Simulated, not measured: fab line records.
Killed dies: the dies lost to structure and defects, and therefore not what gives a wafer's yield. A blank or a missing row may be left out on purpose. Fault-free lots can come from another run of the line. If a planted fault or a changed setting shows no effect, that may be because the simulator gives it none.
Matching of chambers	flow n5_finfet	ald_metal-04 running N5_BEOL_M1_ALD_84: 4 sister chambers
The step deposits TaN, pulse time 2 s, purge time 3 s, co reactant purge time 2 s. 4 wafers are shown with their chamber, then 9 later ones without.

WAFERS, EACH WITH ITS CHAMBER
wafer	chamber	heater_power_w (W)
L087.4	1	428
L090.2	2	363
L090.4	3	487
L090.5	0	512

WAFERS WITH NO CHAMBER GIVEN
wafer	heater_power_w (W)
L093.3	524
L093.5	429
L093.6	495
L079.1	364
L079.2	502
L079.6	506
L094.1	532
L094.2	485
L094.6	440

EACH ONE'S CHAMBER
wafer	from the rows above	in truth
L093.3	0	0
L093.5	1	1
L093.6	can't be placed: 3 or 0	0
L079.1	2	2
L079.2	can't be placed: 0 or 3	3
L079.6	can't be placed: 0 or 3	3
L094.1	0	0
L094.2	3	3
L094.6	1	1
Correct placement for 6 of the 9. These rows do not allow placing 3 (true chamber among the candidates in 3). Number placed wrongly: 0.
How it was worked out, from the rows above alone: a wafer's distance from a chamber is the root of the sum, over the readings, of the square of ((its reading less the chamber's mean) divided by the reading's scatter). The wafer belongs to the nearest chamber; if the next one is less than 2 further off, it can't be placed. A chamber's mean is the mean of its shown wafers. The scatter: root of mean squared gap, hidden wafer to nearest shown wafer, with one shown wafer a chamber.
